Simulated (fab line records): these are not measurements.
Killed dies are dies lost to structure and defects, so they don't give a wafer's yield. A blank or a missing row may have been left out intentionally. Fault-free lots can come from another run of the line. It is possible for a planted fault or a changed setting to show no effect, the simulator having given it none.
Matching of chambers | flow n5Finfet | rieDiel-03 running N5_MOL_CONTACT_COAG_STRIP_98: 4 sister chambers
The step strips in N2/H2. 4 wafers are shown with their chamber, then 7 later ones without.

WAFERS, EACH WITH ITS CHAMBER
wafer  | chamber | showerheadPlenumPTorr (Torr)
L082.2 | 2       | 3.34
L086.6 | 1       | 3.44
L088.1 | 3       | 3.44
L088.2 | 0       | 3.12

WAFERS MISSING THEIR CHAMBER
wafer  | showerheadPlenumPTorr (Torr)
L088.4 | 3.33
L091.1 | 3.33
L091.2 | 3.11
L091.3 | 3.43
L091.4 | 3.33
L091.5 | 3.11
L091.6 | 3.43

THE CHAMBER EACH PASSED THROUGH
wafer  | from the rows above     | in truth
L088.4 | 2                       | 2
L091.1 | 2                       | 2
L091.2 | 0                       | 0
L091.3 | can't be placed: 1 or 3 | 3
L091.4 | 2                       | 2
L091.5 | 0                       | 0
L091.6 | can't be placed: 1 or 3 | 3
Placed correctly: 5 of 7. Cannot be placed on the basis of these rows: 2; the candidates contain the true chamber in 2. Placed wrongly: 0.
How it was worked out, from the rows above alone: a wafer's distance from a chamber is the root of the sum, over the readings, of the square of ((its reading less the chamber's mean) divided by the reading's scatter). If the next closest chamber is less than 2 further off than the closest, the wafer can't be placed; otherwise it belongs to the closest. A chamber's mean is the mean of its shown wafers. The scatter: root of mean squared gap, hidden wafer to nearest shown wafer, with one shown wafer a chamber.
